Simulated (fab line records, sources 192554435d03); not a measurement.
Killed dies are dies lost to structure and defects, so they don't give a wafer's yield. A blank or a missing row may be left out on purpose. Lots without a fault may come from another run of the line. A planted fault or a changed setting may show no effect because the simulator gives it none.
Chamber matching | flow n5_finfet | N5_BEOL_M1_STRIP_19 on rie_diel-04: 4 sister chambers
The step strips in O2. 4 wafers are shown with their chamber, then 7 later ones without.

WAFERS WITH THEIR CHAMBER
wafer  | chamber | showerhead_plenum_p_Torr (Torr)
L081.3 | 2       | 2.05
L083.5 | 1       | 2.16
L087.3 | 3       | 1.99
L087.4 | 0       | 2.08

WAFERS WITHOUT THEIR CHAMBER
wafer  | showerhead_plenum_p_Torr (Torr)
L087.5 | 2.15
L097.1 | 2.05
L097.2 | 1.99
L097.3 | 2.08
L097.4 | 2.15
L097.5 | 2.15
L097.6 | 2.05

WHICH CHAMBER EACH WENT THROUGH
wafer  | from the rows above | in truth
L087.5 | 1                   | 1
L097.1 | 2                   | 2
L097.2 | 3                   | 3
L097.3 | 0                   | 0
L097.4 | 1                   | 1
L097.5 | 1                   | 1
L097.6 | 2                   | 2
Placed correctly: 7 of 7. Can't be placed from these rows: 0. Placed wrongly: 0.
How it was worked out, from the rows above alone: a wafer's distance from a chamber is the root of the sum, over the readings, of the square of ((its reading less the chamber's mean) divided by the reading's scatter). The wafer belongs to the nearest chamber; if the next one is less than 2 further off, it can't be placed. A chamber's mean is the mean of its shown wafers. The scatter: with one shown wafer a chamber, the root of the mean of the squares of how far each hidden wafer lies from its nearest shown one.
